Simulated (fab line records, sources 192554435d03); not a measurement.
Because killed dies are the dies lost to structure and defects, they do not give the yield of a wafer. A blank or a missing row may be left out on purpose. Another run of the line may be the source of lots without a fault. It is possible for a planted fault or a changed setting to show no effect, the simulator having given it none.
fab line records	flow n5Finfet
[record] lots = 9	wafers = 27	lastDay = 20
route steps=1938 shown SD_EPI_P@307 ILD0@340 BEOL_M4@1111 PASSIVATION@1936
lots untouched by any fault: they come from a run of this same line in which no faults occurred
startH: hours from the record's opening day to when the first of the lot's shown wafers began	waitH: hours since the lot's step before	" same as the row above	L1.1+2: several wafers, shown together as one row	- no value present, or no start provided	* or withheld: withheld	< > ~ a bound
route shown NAME@n: names a module that has steps shown in the file, with the first one's number in the route	usual: the fault-free wafers' mean and standard deviation	same: alike in all rows	chamber/n: place in a boat	sites: the reading at each site	_std_site: their standard deviation	_edge_site: the outer-site mean with the inner-site mean subtracted	radiusMm: for every site, how far away it sits from the centre of the wafer	mask NAME#n: copy n	behind: the most recent tool/chamber to have shaped the wafer	hold: reason for holding the lot/hours on hold/outcome of the hold	device: the transistor (n, p or np) that didn't switch	end of line: the tests these same wafers got at the end of their route	where a step has no rows: the recipe by itself	killed: dies that structure and defects cost at the first sort, which is not the same as the wafer's yield	map: per-die view of a wafer (x killed, . not killed, _ where there is no die)
set.NAME: the run value of the setting; set.NAME@STEP: its run value at that earlier step	model.NAME: the simulator's own value behind a step, which no gauge read
one table for each step of the route and one row for each wafer, over a sample of lots
services: a tool's chamber out of use, with start hour (startH, from the record's first day; less than 0 if before it), hours out, and reason
[[steps]]
[step N5_SD_EPI_P_ETCH_36]
[recipe] chemistry = CF4	target = SiARC	targetDepthA = 455	maskMaterial = CAR-ArF-block	timeS = 75.8	ionEnergyEv = 80	pressureMtorr = 40	sourceW = 545	biasW = 36	Ar_flow_sccm = 100	cf4FlowSccm = 100	ends = cleared
[usual] drypumpMotorCurrentA = 5.7/0.48	etchRfOnTimeS = 75.9/0.92	oesProductAu = 0.69/0.059	rfVppV = 184.1/1.1	showerheadPlenumPTorr = 2.15/0.061	throttleValvePct = 15.45/0.16
lot.wafer	tool	chamber	startH	waitH	drypumpMotorCurrentA	etchRfOnTimeS	oesProductAu	rfHoursCounterH	rfVppV	showerheadPlenumPTorr	throttleValvePct
L183.1	rieDiel-02	2	59.81	0.0	6.1	74.2	0.75	30	185.1	2.18	15.52
L183.4	"	0	"	"	5.8	76.4	0.72	-	186.4	2.17	15.18
L183.5	"	0	"	"	5.7	76.0	0.72	-	184.9	2.17	15.18
L186.1	rieDiel-06	2	76.98	0.0	6.6	76.1	0.60	214	183.4	2.12	15.82
L186.4	"	1	"	"	5.2	75.3	0.72	63	184.5	2.08	15.45
L186.6	"	2	"	"	6.6	75.8	0.61	-	183.9	2.12	15.83
L187.4	rieDiel-06	0	85.63	0.0	6.2	74.4	0.62	200	183.4	2.13	15.45
L187.5	"	2	"	"	6.6	75.4	0.61	-	185.1	2.12	15.81
L187.6	"	3	"	"	5.8	75.3	0.70	-	182.3	2.08	15.65
L189.1	rieDiel-05	2	95.41	0.0	5.3	75.9	0.84	6	183.2	2.11	15.33
L189.4	"	0	"	"	5.0	76.5	0.66	139	183.8	2.23	15.43
L189.5	"	1	"	"	6.0	75.6	0.66	-	184.0	2.15	15.35
L191.1	rieDiel-06	3	110.12	0.0	5.8	76.0	0.70	84	184.1	2.08	15.65
L191.4	"	0	"	"	6.2	75.6	0.61	205	184.4	2.12	15.46
L191.6	"	0	"	"	6.2	75.6	0.61	-	183.1	2.12	15.45
L198.1	rieDiel-05	0	150.21	0.0	5.0	75.8	0.66	148	184.3	2.23	15.47
L198.5	"	0	"	"	5.0	76.0	0.66	-	185.5	2.23	15.47
L198.6	"	3	"	"	5.8	75.9	0.65	-	184.0	2.23	15.30
L199.2	rieDiel-05	3	159.19	0.0	5.8	77.2	0.64	136	185.4	2.23	15.32
L199.3	"	0	"	"	5.1	77.3	0.65	151	184.6	2.23	15.49
L199.4	"	0	"	"	5.0	76.6	0.66	-	184.7	2.23	15.49
L200.2	rieDiel-02	1	162.34	0.0	6.4	75.4	0.76	22	186.3	2.28	15.41
L200.4	"	2	"	"	6.1	74.5	0.71	55	185.0	2.17	15.58
L200.5	"	1	"	"	6.4	75.3	0.77	-	185.0	2.28	15.42
L205.1	rieDiel-05	0	195.79	0.0	5.0	77.7	0.65	163	185.9	2.22	15.48
L205.2	"	3	"	"	5.8	78.0	0.64	149	184.4	2.22	15.32
L205.5	"	2	"	"	5.3	77.5	0.77	-	183.3	2.10	15.38
[step N5_SD_EPI_P_ETCH_37]
[recipe] chemistry = N2/H2	target = SOC	overetchA = 1080	maskMaterial = SiARC	tempC = 40	ionEnergyEv = 100	sourceW = 3000	biasW = 133	pressureMtorr = 20	timeS = 486	n2FlowSccm = 200	h2FlowSccm = 200	ends = endPoint
[usual] drypumpMotorCurrentA = 5.8/0.48	oesProductAu = 0.72/0.061	rfVppV = 240.7/1.2	showerheadPlenumPTorr = 2.55/0.077	throttleValvePct = 23.59/0.25
lot.wafer	tool	chamber	startH	waitH	drypumpMotorCurrentA	oesProductAu	rfHoursCounterH	rfVppV	showerheadPlenumPTorr	throttleValvePct
L183.1	rieDiel-02	2	59.90	0.1	6.1	0.78	30	240.9	2.59	23.76
L183.4	"	0	"	"	5.8	0.75	-	241.2	2.57	23.19
L183.5	"	0	"	"	5.8	0.75	-	241.2	2.57	23.19
L186.1	rieDiel-06	2	77.03	0.0	6.6	0.64	214	241.6	2.51	23.94
L186.4	"	1	"	"	5.2	0.75	63	239.2	2.47	23.66
L186.6	"	2	"	"	6.5	0.64	-	240.1	2.51	23.93
L187.4	rieDiel-06	0	85.69	0.0	6.2	0.65	200	240.4	2.53	23.77
L187.5	"	2	"	"	6.6	0.64	-	239.5	2.50	23.94
L187.6	"	3	"	"	5.9	0.74	-	241.9	2.46	23.88
L189.1	rieDiel-05	2	95.47	0.0	5.3	0.87	6	240.7	2.50	23.71
L189.4	"	0	"	"	5.0	0.71	139	243.4	2.66	23.43
L189.5	"	1	"	"	6.0	0.69	-	239.9	2.54	23.17
L191.1	rieDiel-06	3	110.18	0.0	5.8	0.74	84	239.9	2.46	23.88
L191.4	"	0	"	"	6.2	0.65	205	241.0	2.53	23.76
L191.6	"	0	"	"	6.2	0.64	-	242.1	2.53	23.75
L198.1	rieDiel-05	0	150.26	0.0	5.0	0.69	148	242.1	2.66	23.45
L198.5	"	0	"	"	5.0	0.69	-	241.1	2.65	23.45
L198.6	"	3	"	"	5.8	0.69	-	242.0	2.66	23.38
L199.2	rieDiel-05	3	159.24	0.0	5.8	0.69	136	241.4	2.66	23.37
L199.3	"	0	"	"	5.0	0.69	151	241.4	2.65	23.44
L199.4	"	0	"	"	5.0	0.70	-	241.9	2.65	23.43
L200.2	rieDiel-02	1	162.40	0.0	6.4	0.81	22	241.6	2.70	23.89
L200.4	"	2	"	"	6.1	0.74	55	240.8	2.58	23.79
L200.5	"	1	"	"	6.4	0.79	-	242.5	2.70	23.88
L205.1	rieDiel-05	0	195.85	0.0	5.0	0.68	163	240.7	2.65	23.47
L205.2	"	3	"	"	5.8	0.68	149	242.4	2.65	23.38
L205.5	"	2	"	"	5.3	0.81	-	240.0	2.49	23.73
[step N5_SD_EPI_P_ETCHBACK_46]
[recipe] chemistry = CH3F/O2	mode = anisotropicEtchback	target = SiNx	targetDepthA = 175	stopOn = SiO2	overEtchFrac = 0.3	ionEnergyEv = 120	pressureMtorr = 30	sourceW = 395	biasW = 73	Ar_flow_sccm = 150	CH3F_flow_sccm = 30	O2_flow_sccm = 20
[usual] drypumpMotorCurrentA = 5.8/0.48	oesProductAu = 0.69/0.058	rfVppV = 297.8/3	showerheadPlenumPTorr = 2.01/0.059	throttleValvePct = 16.19/0.16
lot.wafer	tool	chamber	startH	waitH	drypumpMotorCurrentA	oesProductAu	rfHoursCounterH	rfVppV	showerheadPlenumPTorr	throttleValvePct
L183.1	rieDiel-02	2	60.38	0.0	6.1	0.75	30	305.7	2.04	16.30
L183.4	"	0	"	"	5.8	0.72	-	299.4	2.04	15.97
L183.5	"	0	"	"	5.7	0.72	-	299.5	2.04	15.96
L186.1	rieDiel-06	2	77.36	0.0	6.6	0.61	215	295.9	1.98	16.56
L186.4	"	1	"	"	5.2	0.71	63	300.0	1.95	16.21
L186.6	"	2	"	"	6.6	0.62	-	294.4	1.98	16.52
L187.4	rieDiel-06	0	86.01	0.0	6.2	0.61	201	294.6	1.99	16.21
L187.5	"	2	"	"	6.5	0.61	-	295.5	1.97	16.54
L187.6	"	3	"	"	5.8	0.71	-	295.7	1.95	16.43
L189.1	rieDiel-05	2	95.79	0.0	5.3	0.84	6	298.1	1.97	16.07
L189.4	"	0	"	"	5.1	0.67	139	298.5	2.09	16.16
L189.5	"	1	"	"	6.0	0.66	-	294.3	2.00	16.04
L191.1	rieDiel-06	3	110.50	0.0	5.8	0.71	84	296.4	1.94	16.44
L191.4	"	0	"	"	6.2	0.61	205	294.2	1.99	16.21
L191.6	"	0	"	"	6.2	0.61	-	293.6	1.99	16.19
L198.1	rieDiel-05	0	150.59	0.0	5.0	0.67	149	299.9	2.08	16.20
L198.5	"	0	"	"	5.0	0.67	-	299.1	2.08	16.18
L198.6	"	3	"	"	5.8	0.66	-	298.6	2.09	16.01
L199.2	rieDiel-05	3	159.57	0.0	5.8	0.66	137	299.6	2.09	16.02
L199.3	"	0	"	"	5.1	0.66	151	300.2	2.08	16.20
L199.4	"	0	"	"	5.0	0.66	-	300.0	2.08	16.20
L200.2	rieDiel-02	1	162.72	0.0	6.4	0.76	22	298.2	2.14	16.21
L200.4	"	2	"	"	6.1	0.71	55	304.5	2.04	16.33
L200.5	"	1	"	"	6.4	0.76	-	297.7	2.14	16.20
L205.1	rieDiel-05	0	196.17	0.0	5.0	0.65	163	299.7	2.08	16.22
L205.2	"	3	"	"	5.8	0.64	149	300.4	2.08	16.05
L205.5	"	2	"	"	5.3	0.77	-	297.2	1.96	16.12
[step N5_ILD0_CMP_07]
[recipe] stopOn = poly-Si	material = SiO2_flowable	tOverpolishS = 1.18	postCmpClean = alkalineBrush	downForcePsi = 4.1491	platenRpm = 51.796	padVelocityMS = 1.0306	targetThkNm = 138.88
[usual] edgeZonePressureFrac = 1.000/0.005	headPressurePsi = 4.150/0.01	motorCurrentA = 12.0/1.3	platenRpm = 51.80/0.036
lot.wafer	tool	chamber	startH	waitH	edgeZonePressureFrac	headPressurePsi	motorCurrentA	platenRpm
L183.4	cmp-01	3	68.40	0.0	1.002	4.153	11.2	51.80
L183.1	"	1	"	"	0.998	4.158	12.1	51.77
L183.5	"	3	"	"	0.998	4.157	11.2	51.85
L186.4	cmp-02	0	84.33	0.0	0.996	4.147	11.6	51.77
L186.1	"	3	"	"	1.000	4.149	12.9	51.74
L186.6	"	0	"	"	1.004	4.158	11.2	51.83
L187.4	cmp-02	2	93.37	0.1	1.003	4.157	12.6	51.84
L187.5	"	3	"	"	0.998	4.165	13.4	51.82
L187.6	"	0	"	"	0.998	4.148	11.1	51.79
L189.1	cmp-02	2	102.94	0.1	0.993	4.145	11.8	51.82
L189.4	"	3	"	"	1.004	4.145	13.5	51.75
L189.5	"	1	"	"	0.999	4.152	14.4	51.78
L191.1	cmp-04	1	117.45	0.0	0.992	4.147	13.2	51.81
L191.4	"	3	"	"	0.995	4.147	13.0	51.81
L191.6	"	1	"	"	0.996	4.150	13.6	51.85
L198.1	cmp-04	0	159.35	0.1	-	-	-	-
L198.6	"	1	"	"	-	-	-	-
L198.5	"	2	"	"	-	-	-	-
L199.4	cmp-02	3	166.35	0.0	-	-	-	-
L199.3	"	0	"	"	-	-	-	-
L199.2	"	1	"	"	-	-	-	-
L200.4	cmp-02	3	169.65	0.0	-	-	-	-
L200.2	"	0	"	"	-	-	-	-
L200.5	"	3	"	"	-	-	-	-
L205.1	cmp-04	2	219.10	0.0	1.000	4.141	11.2	51.75
L205.2	"	0	"	"	0.994	4.138	9.7	51.79
L205.5	"	3	"	"	0.999	4.164	12.0	51.82
[step N5_ILD0_THK_MEAS_08]
[usual] thkNm = 139.2/0.97
lot.wafer	tool	chamber	startH	waitH	thkNm
L183.1	filmMetro-01	-	68.69	-	138.8
L183.4	"	-	"	"	138.5
L183.5	"	-	"	"	138.3
L186.1	filmMetro-01	-	84.62	-	141.0
L186.4	"	-	"	"	140.5
L186.6	"	-	"	"	139.4
L187.4	filmMetro-01	-	93.55	-	138.9
L187.5	"	-	"	"	139.6
L187.6	"	-	"	"	138.5
L189.1	filmMetro-01	-	103.19	-	138.5
L189.4	"	-	"	"	139.4
L189.5	"	-	"	"	138.4
L191.1	filmMetro-01	-	117.74	-	140.1
L191.4	"	-	"	"	138.5
L191.6	"	-	"	"	136.7
L198.1	filmMetro-02	-	159.53	0.1	195.5
L198.5	"	-	"	"	196.5
L198.6	"	-	"	"	197.4
L199.2	filmMetro-01	-	166.64	0.2	196.9
L199.3	"	-	"	"	197.7
L199.4	"	-	"	"	197.5
L200.2	filmMetro-02	-	169.95	0.2	197.5
L200.4	"	-	"	"	197.5
L200.5	"	-	"	"	199.0
L205.1	filmMetro-01	-	219.39	-	138.6
L205.2	"	-	"	"	138.4
L205.5	"	-	"	"	138.9
[step N5_BEOL_M4_RC_MEAS_101]
[usual] DIBL_N = 36.6/1.1	DIBL_P = 36.8/1.6	IOFF_N = 0.169/0.024	IOFF_P = 0.206/0.028	ION_N = 679/9.2	ION_P = 462/7	SS_N = 71.6/0.57	SS_P = 73.3/0.57	VT_N = 248.8/2.4	VT_P = -251/3
lot.wafer	tool	chamber	startH	waitH	DIBL_N[mV/V]	DIBL_P[mV/V]	IOFF_N[nA/um]	IOFF_P[nA/um]	ION_N[uA/um]	ION_P[uA/um]	SS_N[mV/dec]	SS_P[mV/dec]	VT_N[mV]	VT_P[mV]
L183.1	prober-01	0	201.25	0.0	36.0	36.4	0.155	0.200	667	450	71.4	73.4	250.5	-254
L183.4	"	0	"	"	36.7	37.5	0.184	0.223	683	461	72.0	72.9	245.8	-250
L183.5	"	0	"	"	35.0	34.9	0.150	0.181	666	451	70.9	73.3	249.7	-256
L187.4	prober-02	0	222.92	0.5	36.6	38.2	0.165	0.221	691	468	71.3	72.3	248.0	-249
L187.5	"	0	"	"	35.6	36.9	0.140	0.201	668	465	71.5	72.2	250.8	-251
L187.6	"	0	"	"	38.0	39.2	0.183	0.234	683	473	72.2	73.5	250.1	-248
L186.1	prober-02	0	229.51	0.0	36.5	39.0	0.202	0.228	691	468	72.6	74.4	246.6	-251
L186.4	"	0	"	"	36.4	39.1	0.185	0.222	682	463	72.5	73.7	250.5	-251
L186.6	"	0	"	"	37.8	39.4	0.219	0.236	681	461	72.2	74.2	246.0	-254
L189.1	prober-01	0	229.78	0.0	35.9	35.2	0.157	0.194	667	455	71.5	74.3	252.4	-250
L189.4	"	0	"	"	34.6	34.0	0.146	0.183	668	458	71.5	73.1	249.2	-252
L189.5	"	0	"	"	35.4	35.5	0.165	0.200	667	457	72.4	73.9	248.4	-252
L191.1	prober-01	0	245.23	0.0	36.7	35.7	0.153	0.236	683	475	71.3	72.6	246.7	-247
L191.4	"	0	"	"	35.7	33.7	0.143	0.199	683	467	71.4	72.7	246.6	-253
L191.6	"	0	"	"	38.2	38.3	0.195	0.275	688	480	71.7	73.3	245.8	-246
L205.1	prober-02	0	349.03	0.0	35.9	36.9	0.140	0.171	673	455	70.7	72.8	255.4	-252
L205.2	"	0	"	"	36.3	37.3	0.143	0.179	675	460	71.4	72.9	252.2	-253
L205.5	"	0	"	"	37.0	38.6	0.157	0.190	675	461	71.6	72.7	250.8	-252
[step N5_PASSIVATION_PROBE_49]
[usual] killed_at_M0_to_M3 = 36/11	killed_at_M4_up = 14/5.6	killedAtContacts = 11/5.6	killedAtFrontEnd = 40/12	killedAtOther = 4/3.2	killedDies = 105/17	killedOnRim = 14/3.4	killedOpen = 69/12	killedShort = 34/8.4
[same] grossDies = 1180	killedAtBackSide = 0
lot.wafer	tool	chamber	startH	waitH	killed_at_M0_to_M3	killed_at_M4_up	killedAtContacts	killedAtFrontEnd	killedAtOther	killedDies	killedOnRim	killedOpen	killedShort
L183.1	prober-01	-	324.07	0.0	54	17	28	40	5	144	18	99	41
L183.4	prober-01	-	324.22	0.2	41	33	24	35	3	136	12	83	50
L183.5	prober-01	-	324.27	0.2	44	21	6	52	3	126	20	78	44
L186.1	prober-01	-	339.11	0.0	21	6	10	39	1	77	8	46	31
L186.4	prober-01	-	339.26	0.2	32	9	2	47	2	92	13	53	39
L186.6	prober-01	-	339.36	0.3	22	9	6	38	5	80	8	60	20
L189.1	prober-01	-	343.21	0.0	51	14	12	44	7	128	14	77	50
L189.4	prober-01	-	343.36	0.2	49	8	10	29	6	102	14	64	37
L189.5	prober-01	-	343.41	0.2	33	14	11	41	5	104	14	67	37
L187.4	prober-01	-	343.66	0.2	29	20	8	41	0	98	16	65	27
L187.5	prober-01	-	343.71	0.3	37	21	17	33	2	110	14	79	31
L187.6	prober-01	-	343.76	0.3	36	10	12	32	3	93	16	67	25
L191.1	prober-02	-	357.41	0.0	33	11	3	33	1	81	12	51	27
L191.4	prober-02	-	357.56	0.2	32	13	12	33	6	96	12	60	30
L191.6	prober-02	-	357.66	0.3	36	8	16	40	1	101	15	70	31
L198.1	prober-02	-	409.85	0.0	27	14	14	1121	4	1180	152	65	29
L198.5	prober-02	-	410.05	0.2	25	32	7	1115	1	1180	152	65	24
L198.6	prober-02	-	410.10	0.3	35	24	18	1091	12	1180	152	80	31
L200.2	prober-01	-	412.54	0.1	51	20	8	1099	2	1180	152	69	44
L200.4	prober-01	-	412.64	0.2	42	8	13	1115	2	1180	152	58	28
L200.5	prober-01	-	412.69	0.2	45	16	22	1093	4	1180	152	74	47
L199.2	prober-01	-	414.50	0.1	17	12	11	1138	2	1180	152	64	25
L199.3	prober-01	-	414.55	0.1	60	13	10	1095	2	1180	152	78	36
L199.4	prober-01	-	414.60	0.2	41	8	10	1119	2	1180	152	67	33
// killed by level:class
L183.1 MOL_CONTACT_COAG:geometricParticle:open=23 BEOL_M2:geometricParticle:open=17 DUMMY_GATE:geometricParticle:open=10 BEOL_M0_SAQP:geometricParticle:open=10 BEOL_M0_SAQP:geometricParticle:short=8 STI_FIN_REVEAL:geometricParticle:open=7 BEOL_M4:geometricParticle:open=7 FIN_SAQP:geometricParticle:open=6
L183.4 BEOL_M4:geometricParticle:open=17 MOL_CONTACT_COAG:geometricParticle:open=15 BEOL_M0_SAQP:geometricParticle:short=10 MOL_CONTACT_COAG:geometricParticle:short=9 FIN_SAQP:geometricParticle:open=8 BEOL_M3:geometricParticle:open=8 FIN_SAQP:geometricParticle:short=6 DUMMY_GATE:geometricParticle:open=6
L183.5 BEOL_M2:geometricParticle:open=10 STI_FIN_REVEAL:geometricParticle:open=9 BEOL_M1:geometricParticle:open=9 FIN_SAQP:geometricParticle:open=8 BEOL_M0_SAQP:geometricParticle:short=7 BEOL_M0_SAQP:geometricParticle:open=7 BEOL_M4:geometricParticle:open=6 FIN_SAQP:geometricParticle:short=5
L186.1 FIN_SAQP:geometricParticle:short=14 BEOL_M2:geometricParticle:open=11 MOL_CONTACT_COAG:geometricParticle:open=10 GATE_CUT:geometricParticle:short=7 FIN_SAQP:geometricParticle:open=5 BEOL_M0_SAQP:geometricParticle:short=4 STARTING-WAFER:geometricParticle:open=4 STI_FIN_REVEAL:geometricParticle:open=3
L186.4 BEOL_M2:geometricParticle:open=14 FIN_SAQP:geometricParticle:open=10 FIN_SAQP:geometricParticle:short=10 STI_FIN_REVEAL:geometricParticle:open=6 BEOL_M2:geometricParticle:short=5 DUMMY_GATE:geometricParticle:open=4 GATE_CUT:geometricParticle:short=4 STARTING-WAFER:geometricParticle:short=4
L186.6 BEOL_M2:geometricParticle:open=8 FIN_SAQP:geometricParticle:open=7 STI_FIN_REVEAL:geometricParticle:open=7 GATE_CUT:geometricParticle:short=7 MOL_CONTACT_COAG:geometricParticle:open=6 BEOL_M1:geometricParticle:open=6 FIN_SAQP:geometricParticle:short=3 DUMMY_GATE:geometricParticle:open=3
L189.1 BEOL_M0_SAQP:geometricParticle:short=16 BEOL_M3:geometricParticle:open=11 STI_FIN_REVEAL:geometricParticle:open=10 MOL_CONTACT_COAG:geometricParticle:open=9 BEOL_M0_SAQP:geometricParticle:open=8 FIN_SAQP:geometricParticle:open=7 BEOL_M3:geometricParticle:short=7 BEOL_M2:geometricParticle:open=5
L189.4 BEOL_M1:geometricParticle:open=14 MOL_CONTACT_COAG:geometricParticle:open=8 BEOL_M2:geometricParticle:open=7 BEOL_M0_SAQP:geometricParticle:open=7 BEOL_M0_SAQP:geometricParticle:short=7 FIN_SAQP:geometricParticle:open=6 STI_FIN_REVEAL:geometricParticle:open=6 BEOL_M1:geometricParticle:short=5
L189.5 BEOL_M1:geometricParticle:open=9 STI_FIN_REVEAL:geometricParticle:open=9 BEOL_M0_SAQP:geometricParticle:short=9 DUMMY_GATE:geometricParticle:open=7 MOL_CONTACT_COAG:geometricParticle:open=7 FIN_SAQP:geometricParticle:open=5 BEOL_M6:geometricParticle:open=5 BEOL_M2:geometricParticle:open=5
L187.4 FIN_SAQP:geometricParticle:open=10 STI_FIN_REVEAL:geometricParticle:open=8 MOL_CONTACT_COAG:geometricParticle:open=8 BEOL_M0_SAQP:geometricParticle:open=8 BEOL_M4:geometricParticle:open=8 BEOL_M0_SAQP:geometricParticle:short=7 STARTING-WAFER:geometricParticle:short=6 HKMG_FIN:areaEtch=6
L187.5 MOL_CONTACT_COAG:geometricParticle:open=14 BEOL_M1:geometricParticle:open=10 FIN_SAQP:geometricParticle:open=10 FIN_SAQP:geometricParticle:short=10 BEOL_M3:geometricParticle:open=10 BEOL_M0_SAQP:geometricParticle:open=7 BEOL_M0_SAQP:geometricParticle:short=6 BEOL_M4:geometricParticle:short=6
L187.6 FIN_SAQP:geometricParticle:open=12 MOL_CONTACT_COAG:geometricParticle:open=9 BEOL_M3:geometricParticle:open=8 BEOL_M1:geometricParticle:open=6 BEOL_M2:geometricParticle:open=6 BEOL_M0_SAQP:geometricParticle:short=5 DUMMY_GATE:geometricParticle:open=4 STARTING-WAFER:geometricParticle:open=4
L191.1 BEOL_M0_SAQP:geometricParticle:open=10 FIN_SAQP:geometricParticle:open=7 BEOL_M0_SAQP:geometricParticle:short=7 FIN_SAQP:geometricParticle:short=6 BEOL_M2:geometricParticle:open=5 BEOL_M3:geometricParticle:open=5 STI_FIN_REVEAL:geometricParticle:open=4 BEOL_M4:geometricParticle:open=4
L191.4 BEOL_M0_SAQP:geometricParticle:short=9 BEOL_M3:geometricParticle:open=9 MOL_CONTACT_COAG:geometricParticle:open=8 DUMMY_GATE:geometricParticle:open=7 FIN_SAQP:geometricParticle:open=6 BEOL_M0_SAQP:geometricParticle:open=5 BEOL_M4:geometricParticle:open=5 MOL_CONTACT_COAG:geometricParticle:short=4
L191.6 FIN_SAQP:geometricParticle:short=14 MOL_CONTACT_COAG:geometricParticle:open=14 BEOL_M1:geometricParticle:open=10 STI_FIN_REVEAL:geometricParticle:open=9 FIN_SAQP:geometricParticle:open=7 BEOL_M0_SAQP:geometricParticle:open=7 BEOL_M3:geometricParticle:open=7 BEOL_M5:geometricParticle:open=4
L198.1 ILD0:areaCmp=1086 MOL_CONTACT_COAG:geometricParticle:open=13 STI_FIN_REVEAL:geometricParticle:open=12 FIN_SAQP:geometricParticle:short=10 BEOL_M3:geometricParticle:open=10 BEOL_M2:geometricParticle:open=6 BEOL_M4:geometricParticle:open=5 BEOL_M0_SAQP:geometricParticle:short=4
L198.5 ILD0:areaCmp=1091 BEOL_M4:geometricParticle:open=19 BEOL_M2:geometricParticle:open=8 BEOL_M4:geometricParticle:short=7 MOL_CONTACT_COAG:geometricParticle:open=6 BEOL_M3:geometricParticle:open=5 FIN_SAQP:geometricParticle:open=4 STI_FIN_REVEAL:geometricParticle:open=4
L198.6 ILD0:areaCmp=1069 MOL_CONTACT_COAG:geometricParticle:open=13 BEOL_M1:geometricParticle:open=10 BEOL_M2:geometricParticle:open=7 BEOL_M4:geometricParticle:open=7 BEOL_M0_SAQP:geometricParticle:open=6 MOL_CONTACT_COAG:geometricParticle:short=5 BEOL_M5:geometricParticle:open=5
L200.2 ILD0:areaCmp=1066 STI_FIN_REVEAL:geometricParticle:open=12 BEOL_M0_SAQP:geometricParticle:short=12 BEOL_M0_SAQP:geometricParticle:open=12 BEOL_M4:geometricParticle:short=8 FIN_SAQP:geometricParticle:open=7 MOL_CONTACT_COAG:geometricParticle:open=6 BEOL_M1:geometricParticle:open=6
L200.4 ILD0:areaCmp=1094 MOL_CONTACT_COAG:geometricParticle:open=13 BEOL_M0_SAQP:geometricParticle:open=13 FIN_SAQP:geometricParticle:open=8 BEOL_M0_SAQP:geometricParticle:short=7 FIN_SAQP:geometricParticle:short=5 BEOL_M3:geometricParticle:open=5 BEOL_M3:geometricParticle:short=5
L200.5 ILD0:areaCmp=1059 MOL_CONTACT_COAG:geometricParticle:open=17 FIN_SAQP:geometricParticle:open=12 BEOL_M0_SAQP:geometricParticle:short=12 FIN_SAQP:geometricParticle:short=11 BEOL_M3:geometricParticle:open=9 BEOL_M0_SAQP:geometricParticle:open=8 BEOL_M2:geometricParticle:open=7
L199.2 ILD0:areaCmp=1089 STI_FIN_REVEAL:geometricParticle:open=16 MOL_CONTACT_COAG:geometricParticle:open=8 FIN_SAQP:geometricParticle:open=6 STARTING-WAFER:geometricParticle:open=5 DUMMY_GATE:geometricParticle:open=5 BEOL_M2:geometricParticle:open=5 BEOL_M4:geometricParticle:open=5
L199.3 ILD0:areaCmp=1064 BEOL_M0_SAQP:geometricParticle:open=16 BEOL_M0_SAQP:geometricParticle:short=14 BEOL_M2:geometricParticle:open=14 MOL_CONTACT_COAG:geometricParticle:open=9 FIN_SAQP:geometricParticle:open=8 STARTING-WAFER:geometricParticle:short=7 BEOL_M1:geometricParticle:open=6
L199.4 ILD0:areaCmp=1080 BEOL_M0_SAQP:geometricParticle:short=14 DUMMY_GATE:geometricParticle:open=11 FIN_SAQP:geometricParticle:open=9 BEOL_M0_SAQP:geometricParticle:open=9 STI_FIN_REVEAL:geometricParticle:open=8 BEOL_M1:geometricParticle:open=7 MOL_CONTACT_COAG:geometricParticle:open=6
[[services]]
tool	chamber	startH	hours	kind
cmp-04	-	36.15	0.7	repair
cmp-04	-	38.31	4.0	pm
cmp-01	-	42.45	6.1	pm
rieDiel-06	-	42.87	0.3	repair
rieDiel-05	0	46.17	9.6	repair
rieDiel-02	3	47.28	15.7	repair
rieDiel-05	2	55.74	-	clean
rieDiel-05	2	55.74	-	consumableReplace:focusRing
rieDiel-05	2	55.74	18.1	scheduledDown
cmp-02	-	68.29	0.6	repair
cmp-01	-	82.43	4.0	pm
rieDiel-02	0	96.26	6.7	repair
rieDiel-02	-	97.17	0.2	repair
cmp-01	-	101.41	0.6	repair
rieDiel-02	-	112.60	2.8	pm
rieDiel-06	2	128.81	12.8	repair
cmp-04	-	139.07	3.9	pm
cmp-01	-	143.46	4.0	pm
rieDiel-06	-	143.51	0.7	repair
cmp-04	-	148.99	0.9	repair
cmp-02	-	167.59	0.3	repair
rieDiel-02	3	173.20	15.3	repair
rieDiel-02	0	191.16	13.6	repair
cmp-04	-	216.84	2.2	repair
[[key]]
[firstSign] step = N5_ILD0_CMP_07	reading = toolRecord	direction = missing
[effect] step = N5_ILD0_THK_MEAS_08	reading = thkNm	direction = up	sigmas = 60	usual = *	struck = *
[effect] step = N5_PASSIVATION_PROBE_49	reading = killedAtFrontEnd	direction = up	sigmas = 89	usual = 40	struck = 1110
[moreKillsBornAt] N5_ILD0_CMP_07@cmp-02 = 6448	N5_ILD0_CMP_07@cmp-04 = 3244
metAt N5_ILD0_CMP_07
struckLots L198,L199,L200
laterRowsLeftOut L198.1,L198.5,L198.6,L199.2,L199.3,L199.4,L200.2,L200.4,L200.5
testerLeftOut L198,L199,L200
notActingAt N5_SD_EPI_P_ETCH_36,N5_SD_EPI_P_ETCH_37,N5_SD_EPI_P_ETCHBACK_46
onsetBetween 117.45 159.35
[fault] kind = skippedStepWhole	tool = cmp-02,cmp-04	chamber = -	onsetH = 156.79	steps = N5_ILD0_CMP_07	scope = struckLotsOnly
// testerLeftOut: of these lots the tester's yield and bins aren't shown, on N5 and GAA mostly nor the transistor test; their killed dies are dies lost to structure and defects alone, not to doping, threshold or leakage, so they don't give the yield
// laterRowsLeftOut: the simulator's readings of these wafers behind a module that went badly wrong aren't trusted and aren't shown, but for the sort
